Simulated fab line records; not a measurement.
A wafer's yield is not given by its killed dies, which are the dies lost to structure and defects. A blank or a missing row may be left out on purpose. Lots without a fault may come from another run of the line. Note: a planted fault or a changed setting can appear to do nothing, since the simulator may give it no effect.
Which tool did it? + flow n5-finfet + 6 lots, 18 wafers sampled, at 8 steps of a route of 1938

## WHAT THE GAUGES READ, wafer by wafer
N5_BEOL_M14_OCD_MEAS_35. Usual: trench-depth-nm at 558 nm, with a standard deviation of 8.9.
| lot  | measured     | on     | trench-depth-nm (nm) | flag |
|------|--------------|--------|----------------------|------|
| L759 | day 14 10:41 | ocd-01 | 571 560 573          |      |
| L767 | day 16 01:45 | ocd-02 | 559 1039 549         | OFF  |
| L768 | day 16 18:50 | ocd-02 | 1059 571 555         | OFF  |
| L774 | day 17 22:26 | ocd-02 | 545 547 545          |      |
| L777 | day 19 21:10 | ocd-02 | 564 547 569          |      |
| L778 | day 20 01:33 | ocd-02 | 550 562 563          |      |

N5_BEOL_M14_THK_MEAS_50: measures by xrf. Usual: for M14_THK the level is 572 nm and the standard deviation is 12.
| lot  | measured     | on            | M14_THK (nm) | flag |
|------|--------------|---------------|--------------|------|
| L759 | day 14 13:05 | film-metro-02 | 568 558 567  |      |
| L767 | day 16 12:51 | film-metro-02 | 565 1049 555 | OFF  |
| L768 | day 16 22:32 | film-metro-01 | 1110 592 573 | OFF  |
| L774 | day 18 02:08 | film-metro-01 | 564 565 568  |      |
| L777 | day 20 00:01 | film-metro-02 | 571 559 578  |      |
| L778 | day 20 04:03 | film-metro-01 | 575 586 589  |      |

N5_BEOL_M14_RS_MEAS_54: the measuring method here is four-point-probe. Usual: for M14_RS the level is 0.0332 ohm/sq and the standard deviation is 0.00053.
| lot  | measured     | on            | M14_RS (ohm/sq)      | flag |
|------|--------------|---------------|----------------------|------|
| L759 | day 14 13:13 | film-metro-01 | 0.0324 0.0331 0.0323 |      |
| L767 | day 16 12:59 | film-metro-01 | 0.0331 0.0177 0.0338 | OFF  |
| L768 | day 16 22:40 | film-metro-01 | 0.0173 0.0323 0.0334 | OFF  |
| L774 | day 18 02:16 | film-metro-01 | 0.0340 0.0339 0.0340 |      |
| L777 | day 20 00:09 | film-metro-02 | 0.0327 0.0337 0.0326 |      |
| L778 | day 20 04:10 | film-metro-02 | 0.0337 0.0329 0.0329 |      |

N5_BEOL_M15_RC_MEAS_101. Usual: COMB_M10 1.5e-11 S/m, standard deviation 3.4e-12; COMB_M11 1.51e-11 S/m, standard deviation 2.7e-12; COMB_M11_max_site 2.2e-11 S/m, standard deviation 4.4e-12; COMB_M12 6.6e-12 S/m, standard deviation 1.5e-12; COMB_M13 5.2e-12 S/m, standard deviation 1.3e-12; COMB_M13_max_site 7.2e-12 S/m, standard deviation 1.8e-12; COMB_M15 2.8e-12 S/m, standard deviation 1e-12; COMB_M15_max_site 3.8e-12 S/m, standard deviation 1.2e-12; COMB_M5 3.7e-11 S/m, standard deviation 8.2e-12; COMB_M6 2.6e-11 S/m, standard deviation 5.6e-12; COMB_M7 2.6e-11 S/m, standard deviation 5.7e-12; COMB_M8 2.5e-11 S/m, standard deviation 5.2e-12; COMB_M9 1.5e-11 S/m, standard deviation 3e-12; SERP_M10 3.07 ohm/um, standard deviation 0.075; SERP_M11 3.07 ohm/um, standard deviation 0.063; SERP_M12 0.640 ohm/um, standard deviation 0.014; SERP_M13 0.309 ohm/um, standard deviation 0.0055; SERP_M14 0.1595 ohm/um, standard deviation 0.0029; SERP_M14_max_site 0.1613 ohm/um, standard deviation 0.0029; SERP_M5 38.4 ohm/um, standard deviation 1.5; SERP_M6 13.8 ohm/um, standard deviation 0.44; SERP_M7 13.8 ohm/um, standard deviation 0.45; SERP_M8 13.8 ohm/um, standard deviation 0.46; SERP_M9 3.06 ohm/um, standard deviation 0.076.
| lot  | measured     | on        | COMB_M10 (S/m)          | COMB_M11 (S/m)             | COMB_M11_max_site (S/m) | COMB_M12 (S/m)          | COMB_M13 (S/m)          | COMB_M13_max_site (S/m)  | COMB_M15 (S/m)          | COMB_M15_max_site (S/m) | COMB_M5 (S/m)           | COMB_M6 (S/m)           | COMB_M7 (S/m)           | COMB_M8 (S/m)           | COMB_M9 (S/m)           | SERP_M10 (ohm/um) | SERP_M11 (ohm/um) | SERP_M12 (ohm/um) | SERP_M13 (ohm/um) | SERP_M14 (ohm/um)    | SERP_M14_max_site (ohm/um) | SERP_M5 (ohm/um) | SERP_M6 (ohm/um) | SERP_M7 (ohm/um) | SERP_M8 (ohm/um) | SERP_M9 (ohm/um) | flag |
|------|--------------|-----------|-------------------------|----------------------------|-------------------------|-------------------------|-------------------------|--------------------------|-------------------------|-------------------------|-------------------------|-------------------------|-------------------------|-------------------------|-------------------------|-------------------|-------------------|-------------------|-------------------|----------------------|----------------------------|------------------|------------------|------------------|------------------|------------------|------|
| L759 | day 14 20:05 | prober-02 | 1.8e-11 2e-11 1.5e-11   | 1.68e-11 1.95e-11 1.7e-11  | 2.2e-11 2.5e-11 2.4e-11 | 6.6e-12 6.9e-12 6e-12   | 6.8e-12 5.9e-12 4.9e-12 | 1.26e-11 9.2e-12 7.1e-12 | 3.6e-12 3.1e-12 3.8e-12 | 4e-12 5.4e-12 4.2e-12   | 3.5e-11 4.9e-11 3.2e-11 | 3.1e-11 2.5e-11 1.9e-11 | 2.5e-11 3.6e-11 3e-11   | 2.6e-11 2.6e-11 3.5e-11 | 2.1e-11 1.8e-11 1.5e-11 | 3.01 3.01 3.03    | 2.99 3.10 3.02    | 0.620 0.646 0.629 | 0.306 0.309 0.306 | 0.1572 0.1622 0.1584 | 0.1600 0.1633 0.1594       | 39.6 39.8 41.3   | 13.9 13.5 14.0   | 13.9 14.6 14.3   | 14.0 14.1 14.1   | 3.04 3.17 3.15   |      |
| L767 | day 17 01:10 | prober-01 | 1.3e-11 1.5e-11 1.2e-11 | 1.28e-11 1.49e-11 1.29e-11 | 1.5e-11 2.1e-11 1.8e-11 | 4.8e-12 5.5e-12 5.7e-12 | 4.2e-12 2.9e-12 4.4e-12 | 5.8e-12 4.2e-12 5.4e-12  | 1.5e-12 1.3e-12 1.5e-12 | 2e-12 2.2e-12 2.6e-12   | 4.1e-11 3.5e-11 4.2e-11 | 2.5e-11 2.3e-11 1.9e-11 | 2.2e-11 3.2e-11 2e-11   | 2.8e-11 2.5e-11 2.9e-11 | 1.4e-11 1.6e-11 1.1e-11 | 3.04 3.06 3.04    | 2.92 3.02 2.99    | 0.645 0.639 0.627 | 0.302 0.309 0.303 | 0.1582 0.0828 0.1603 | 0.1596 0.0841 0.1620       | 38.2 37.7 39.4   | 13.7 13.4 13.8   | 13.6 13.8 14.5   | 13.7 13.3 13.4   | 3.27 3.15 3.08   | OFF  |
| L768 | day 17 05:52 | prober-02 | 1.2e-11 1.5e-11 1.3e-11 | 1.39e-11 1.58e-11 1.35e-11 | 1.6e-11 2.5e-11 2e-11   | 6e-12 8.3e-12 8.3e-12   | 5.8e-12 5.2e-12 6.6e-12 | 8.5e-12 6.9e-12 1.02e-11 | 3.1e-12 3.5e-12 2.6e-12 | 4.9e-12 3.9e-12 3.2e-12 | 3.6e-11 2.8e-11 3.3e-11 | 3.8e-11 2.2e-11 3.4e-11 | 3.2e-11 2.5e-11 2.6e-11 | 3.8e-11 2.5e-11 2.6e-11 | 1.6e-11 1.6e-11 1.2e-11 | 3.01 3.13 3.01    | 3.11 3.07 3.14    | 0.671 0.661 0.668 | 0.304 0.303 0.303 | 0.0812 0.1544 0.1578 | 0.0821 0.1566 0.1602       | 36.7 35.4 36.0   | 13.8 13.8 13.9   | 14.0 13.8 14.2   | 13.6 13.7 13.8   | 3.07 3.03 3.15   | OFF  |
| L774 | day 18 07:17 | prober-02 | 1.5e-11 1.8e-11 1.3e-11 | 1.23e-11 1.93e-11 2.04e-11 | 2.1e-11 2.3e-11 3.1e-11 | 9.1e-12 8.2e-12 8.6e-12 | 6.6e-12 5e-12 5.6e-12   | 8.2e-12 5.9e-12 7.1e-12  | 4e-12 3.1e-12 3.5e-12   | 5.7e-12 4.5e-12 3.8e-12 | 4.5e-11 3.8e-11 3.9e-11 | 2.9e-11 2.7e-11 2.3e-11 | 3.3e-11 2.6e-11 1.9e-11 | 2.4e-11 2.8e-11 2.5e-11 | 1.3e-11 1.5e-11 2e-11   | 3.12 3.05 2.86    | 3.00 3.09 2.99    | 0.647 0.627 0.646 | 0.308 0.311 0.309 | 0.1610 0.1622 0.1624 | 0.1626 0.1632 0.1638       | 37.6 38.8 39.7   | 14.0 13.3 14.1   | 14.1 13.7 14.1   | 13.7 13.2 13.6   | 2.98 2.87 2.90   |      |
| L777 | day 20 07:07 | prober-01 | 1e-11 1.2e-11 1e-11     | 1.69e-11 1.47e-11 1.3e-11  | 2.9e-11 2e-11 1.6e-11   | 6.9e-12 8.2e-12 7e-12   | 3.3e-12 4.9e-12 4.3e-12 | 4.4e-12 8.7e-12 5.3e-12  | 1.1e-12 1.2e-12 1e-12   | 2.7e-12 1.7e-12 2.4e-12 | 3.9e-11 3.5e-11 4.2e-11 | 1.8e-11 1.5e-11 2e-11   | 2.4e-11 2.4e-11 2.7e-11 | 2.6e-11 1.9e-11 1.9e-11 | 1.5e-11 1.7e-11 1.2e-11 | 3.01 3.05 3.10    | 3.02 3.23 3.14    | 0.636 0.636 0.664 | 0.313 0.304 0.298 | 0.1584 0.1619 0.1564 | 0.1602 0.1645 0.1587       | 37.3 38.8 39.3   | 14.7 15.0 13.9   | 14.6 13.7 14.2   | 12.7 13.6 13.6   | 3.02 3.11 3.03   |      |
| L778 | day 20 12:25 | prober-02 | 1.3e-11 1.5e-11 1.9e-11 | 1.84e-11 1.35e-11 1.51e-11 | 2.3e-11 1.7e-11 1.9e-11 | 8.6e-12 6.7e-12 7.2e-12 | 6.2e-12 5.4e-12 6.9e-12 | 7.2e-12 6.5e-12 9.9e-12  | 3.9e-12 3.3e-12 2.9e-12 | 4.8e-12 4.3e-12 3.3e-12 | 2.5e-11 2.8e-11 3.9e-11 | 2.2e-11 3.3e-11 3.2e-11 | 3e-11 2.8e-11 3.2e-11   | 1.9e-11 2.8e-11 2.1e-11 | 1.3e-11 1.3e-11 1.8e-11 | 2.88 2.96 3.02    | 3.15 3.19 3.10    | 0.656 0.641 0.630 | 0.310 0.318 0.313 | 0.1611 0.1593 0.1582 | 0.1637 0.1607 0.1591       | 37.3 36.7 35.8   | 14.4 13.7 13.8   | 14.4 14.1 13.6   | 13.4 13.9 14.2   | 3.11 3.10 3.10   |      |

## WHICH TOOL RAN EACH LOT (tool, then ch and the chambers of the sampled wafers, then the start)
| lot  | N5_BEOL_M14_ETCH_59                | N5_BEOL_M14_VIA_ETCH_16            | N5_BEOL_M14_TRENCH_ETCH_34         | N5_BEOL_M14_ANNEAL_48            |
|------|------------------------------------|------------------------------------|------------------------------------|----------------------------------|
| L759 | rie-diel-05 ch 1,2,3, day 14 09:16 | rie-diel-05 ch 1,2,3, day 14 09:19 | rie-diel-04 ch 2,3, day 14 10:32   | rtp-anneal-01 ch 0, day 14 12:29 |
| L767 | rie-diel-02 ch 2,3, day 16 00:12   | rie-diel-02 ch 2,3, day 16 00:15   | rie-diel-04 ch 0,1,3, day 16 01:35 | rtp-anneal-02 ch 0, day 16 12:21 |
| L768 | rie-diel-05 ch 2,3, day 16 17:17   | rie-diel-05 ch 2,3, day 16 17:20   | rie-diel-04 ch 0,1,3, day 16 18:40 | rtp-anneal-01 ch 0, day 16 22:01 |
| L774 | rie-diel-04 ch 1,2, day 17 20:53   | rie-diel-04 ch 1,2, day 17 20:56   | rie-diel-02 ch 0,2, day 17 22:17   | rtp-anneal-02 ch 0, day 18 01:33 |
| L777 | rie-diel-04 ch 0,1, day 19 19:44   | rie-diel-04 ch 0,1, day 19 19:47   | rie-diel-04 ch 1,2,3, day 19 21:01 | rtp-anneal-01 ch 0, day 19 23:26 |
| L778 | rie-diel-04 ch 0,2,3, day 19 23:52 | rie-diel-04 ch 0,2,3, day 19 23:55 | rie-diel-04 ch 0,1,3, day 20 01:24 | rtp-anneal-01 ch 0, day 20 03:27 |
- N5_BEOL_M14_ETCH_59: etches BARC in N2/H2, target depth 89 nm, overetch 26.7 nm, time 67.9 s.
- N5_BEOL_M14_VIA_ETCH_16: etches SiO2 in C4F8/O2/Ar, target depth 1231.3 nm.
- N5_BEOL_M14_TRENCH_ETCH_34: etches SiO2 in C4F8/O2/Ar, target depth 556.65 nm, time 126.9 s.
- N5_BEOL_M14_ANNEAL_48: time 90 s.

## WHAT THE TOOLS THEMSELVES READ (means of the sampled wafers that have a number; where no wafer has one, the mark that the record gives instead)
N5_BEOL_M14_ETCH_59. Usual: drypump-motor-current-A 5.8 A, standard deviation 0.42; oes-product-au 0.69 a.u., standard deviation 0.079; rf-vpp-V 523.8 V, standard deviation 1.6; showerhead-plenum-p-Torr 2.53 Torr, standard deviation 0.05; throttle-valve-pct 17.79 %, standard deviation 0.25.
| lot  | tool        | drypump-motor-current-A (A) | oes-product-au (a.u.) | rf-vpp-V (V) | showerhead-plenum-p-Torr (Torr) | throttle-valve-pct (%) | flag |
|------|-------------|-----------------------------|-----------------------|--------------|---------------------------------|------------------------|------|
| L759 | rie-diel-05 | 5.8                         | 0.63                  | 523.8        | 2.53                            | 17.74                  |      |
| L767 | rie-diel-02 | 5.5                         | 0.70                  | 524.8        | 2.56                            | 17.95                  |      |
| L768 | rie-diel-05 | 5.6                         | 0.65                  | 525.2        | 2.57                            | 17.75                  |      |
| L774 | rie-diel-04 | 5.9                         | 0.79                  | 523.8        | 2.52                            | 17.55                  |      |
| L777 | rie-diel-04 | 5.5                         | 0.72                  | 524.0        | 2.55                            | 17.59                  |      |
| L778 | rie-diel-04 | 5.8                         | 0.73                  | 522.8        | 2.51                            | 17.67                  |      |

N5_BEOL_M14_VIA_ETCH_16. Usual: drypump-motor-current-A 5.8 A, standard deviation 0.42; oes-product-au 0.73 a.u., standard deviation 0.088; rf-vpp-V 2228 V, standard deviation 14; showerhead-plenum-p-Torr 3.43 Torr, standard deviation 0.062; throttle-valve-pct 30.78 %, standard deviation 0.21.
| lot  | tool        | drypump-motor-current-A (A) | oes-product-au (a.u.) | rf-vpp-V (V) | showerhead-plenum-p-Torr (Torr) | throttle-valve-pct (%) | flag |
|------|-------------|-----------------------------|-----------------------|--------------|---------------------------------|------------------------|------|
| L759 | rie-diel-05 | 5.8                         | 0.66                  | 2224         | 3.43                            | 30.69                  |      |
| L767 | rie-diel-02 | 5.5                         | 0.74                  | 2232         | 3.46                            | 30.88                  |      |
| L768 | rie-diel-05 | 5.6                         | 0.70                  | 2221         | 3.48                            | 30.67                  |      |
| L774 | rie-diel-04 | 5.9                         | 0.83                  | 2231         | 3.41                            | 30.59                  |      |
| L777 | rie-diel-04 | 5.5                         | 0.76                  | 2233         | 3.44                            | 30.58                  |      |
| L778 | rie-diel-04 | 5.8                         | 0.78                  | 2211         | 3.40                            | 30.70                  |      |

N5_BEOL_M14_TRENCH_ETCH_34. Usual: drypump-motor-current-A 5.8 A, standard deviation 0.43; oes-product-au 0.81 a.u., standard deviation 0.097; rf-vpp-V 2227 V, standard deviation 14; showerhead-plenum-p-Torr 3.43 Torr, standard deviation 0.066; throttle-valve-pct 30.79 %, standard deviation 0.22.
| lot  | tool        | drypump-motor-current-A (A) | oes-product-au (a.u.) | rf-vpp-V (V) | showerhead-plenum-p-Torr (Torr) | throttle-valve-pct (%) | flag |
|------|-------------|-----------------------------|-----------------------|--------------|---------------------------------|------------------------|------|
| L759 | rie-diel-04 | 5.6                         | 0.86                  | 2203         | 3.48                            | 30.91                  |      |
| L767 | rie-diel-04 | 5.6                         | 0.89                  | 2219         | 3.46                            | 30.70                  |      |
| L768 | rie-diel-04 | 5.5                         | 0.89                  | 2218         | 3.46                            | 30.71                  |      |
| L774 | rie-diel-02 | 5.8                         | 0.72                  | 2238         | 3.42                            | 30.98                  |      |
| L777 | rie-diel-04 | 5.6                         | 0.87                  | 2219         | 3.45                            | 30.75                  |      |
| L778 | rie-diel-04 | 5.6                         | 0.83                  | 2217         | 3.45                            | 30.73                  |      |

N5_BEOL_M14_ANNEAL_48. Usual: anneal-temp-c-max 225.97, standard deviation 0.28; wafer_temp_C_max 225.94, standard deviation 0.26.
| lot  | tool          | anneal-temp-c-max | wafer_temp_C_max | flag |
|------|---------------|-------------------|------------------|------|
| L759 | rtp-anneal-01 | 226.08            | 225.97           |      |
| L767 | rtp-anneal-02 | 225.88            | 225.71           |      |
| L768 | rtp-anneal-01 | 225.98            | 225.85           |      |
| L774 | rtp-anneal-02 | 225.93            | 226.17           |      |
| L777 | rtp-anneal-01 | 226.03            | 226.04           |      |
| L778 | rtp-anneal-01 | 225.93            | 226.01           |      |

## THE ANSWER, worked out from the rows above alone
Rule: lot off if the mean of its wafers having a number is beyond 3 standard deviations from the usual mean. Also off: a lot with no number at a reading for which 4 or more lots have one. Any other lot the step has rows for is counted as sound. After the gauges, taken in route order, come the tools' own readings; for these a lot's mean is taken, as printed above. At the first step where some lot is off, the reading lying furthest off is the one used; lots without a number count as furthest.
Off: L767, L768, at N5_BEOL_M14_OCD_MEAS_35 (trench-depth-nm).
A tool fits if, at a process step before that reading, it ran every lot that is off, and no sound lot after the first of them. The gauges at N5_BEOL_M14_OCD_MEAS_35 aren't tried: what is off there is off at N5_BEOL_M14_THK_MEAS_50 too, on other tools, and a gauge's error can't cause that. Of those tried, none fits.

## WHAT WAS PUT IN BY THE SIMULATOR
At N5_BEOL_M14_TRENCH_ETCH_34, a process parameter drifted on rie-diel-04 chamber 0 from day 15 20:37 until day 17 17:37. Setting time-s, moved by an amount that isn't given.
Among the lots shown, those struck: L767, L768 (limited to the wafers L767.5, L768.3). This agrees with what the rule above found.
